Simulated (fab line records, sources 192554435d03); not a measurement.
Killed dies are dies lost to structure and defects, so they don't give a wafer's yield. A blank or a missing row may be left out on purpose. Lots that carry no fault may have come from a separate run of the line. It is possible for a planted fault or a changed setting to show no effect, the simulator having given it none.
Problem report, 8D (eight disciplines) form, completed by code + flow n5Finfet + the parts of the form that need people (team, actions taken, sign-off) are left out

## 1. THE PROBLEM
etchRfOnTimeS at N5_BEOL_M6_ETCH_61 reads a mean of 51.1 s on 4 wafers of 3 lots; wafers without a fault read 75.5 s with a standard deviation of 1.7. That puts it -14 standard deviations away from the usual mean.
The step: etches SiARC in CF4, target depth 45.5 nm, time 75.8 s.
The first sign was on wafer L555.5 at day 12 05:58, on rieDiel-02. The record holds 33 wafers of 12 lots with a number at this step. By rule, "out" or "out of limits" means more than 4 standard deviations away from the usual mean. All remaining wafers that have a number are taken as sound.

## 2. WHAT IT IS, WHAT IT ISN'T
| question                    | is                             | is not                                                                          |
|-----------------------------|--------------------------------|---------------------------------------------------------------------------------|
| which readings at this step | etchRfOnTimeS                  | drypumpMotorCurrentA, rfVppV, showerheadPlenumPTorr, throttleValvePct           |
| which lots                  | L555, L556, L558               | L542, L543, L545, L546, L547, L548, L549, L560, L565                            |
| which wafers of those lots  | L555.5, L556.2, L556.5, L558.2 | L555.4, L558.6                                                                  |
| read on which tools         | rieDiel-02                     | rieDiel-03, rieDiel-05                                                          |
| when                        | from day 12 05:58              | up to then (22 sound wafers); but 7 sound wafers of L558, L560, L565 came after |

## 3. SUSPECTS, AND WHAT RULES EACH OUT
Counting: if a tool at a process step up to the reading ran every lot that is out, it stays a suspect. Sound lots after the first of them don't rule it out here, since some wafers of a struck lot are sound.
- pvdSputter-01 at N5_BEOL_M5_ANNEAL_49 (time 1800 s): kept. It processed each lot that is out (first: L555, day 11 21:13); up to then, its last sound lot is L547 (day 10 03:44).
- pvdSputter-01 at N5_BEOL_M5_SPUTTER_83 (material Cu, target thk 15 nm, time 27.62 s): kept. It processed each lot that is out (first: L555, day 11 23:18); up to then, its last sound lot is L547 (day 10 05:49).
- rieDiel-02 at N5_BEOL_M6_ETCH_61 (etches SiARC in CF4, target depth 45.5 nm, time 75.8 s): kept. It processed each lot that is out (first: L555, day 12 05:58); up to then, its last sound lot is L548 (day 10 03:41). On those wafers its own readings are out: etchRfOnTimeS.
pvdSputter-01 at N5_BEOL_M5_ANNEAL_49, pvdSputter-01 at N5_BEOL_M5_SPUTTER_83 and rieDiel-02 at N5_BEOL_M6_ETCH_61 are what is left after counting.

## 4. THE CAUSE (what the simulator had put in)
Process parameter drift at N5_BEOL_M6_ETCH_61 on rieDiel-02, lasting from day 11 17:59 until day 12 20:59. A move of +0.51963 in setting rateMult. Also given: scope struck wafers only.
This tool is one of the 3 suspects left after counting.

## 5. THE CHAIN OF EFFECTS, in route order
One row per reading whose mean, taken over the struck wafers that have a number, lies over 3 standard deviations from the usual. Only readings whose record carries a usual standard deviation are examined. hours: median over the lots of the time between each lot's start at the first step of this table that gives one and its start at this step. sigmas: the change, counted in usual standard deviations.
| hours | step               | reading       | usual  | on struck wafers | change | sigmas |
|-------|--------------------|---------------|--------|------------------|--------|--------|
| 0     | N5_BEOL_M6_ETCH_61 | etchRfOnTimeS | 75.5 s | 51.1             | -24.4  | -14    |
Process steps it contains:
- N5_BEOL_M6_ETCH_61: etches SiARC in CF4, target depth 45.5 nm, time 75.8 s.

## 6. WHAT WOULD HAVE CAUGHT IT SOONER
12 hours passed between the start of the fault at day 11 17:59 and the first reading out of limits in this record, taken at day 12 05:58.
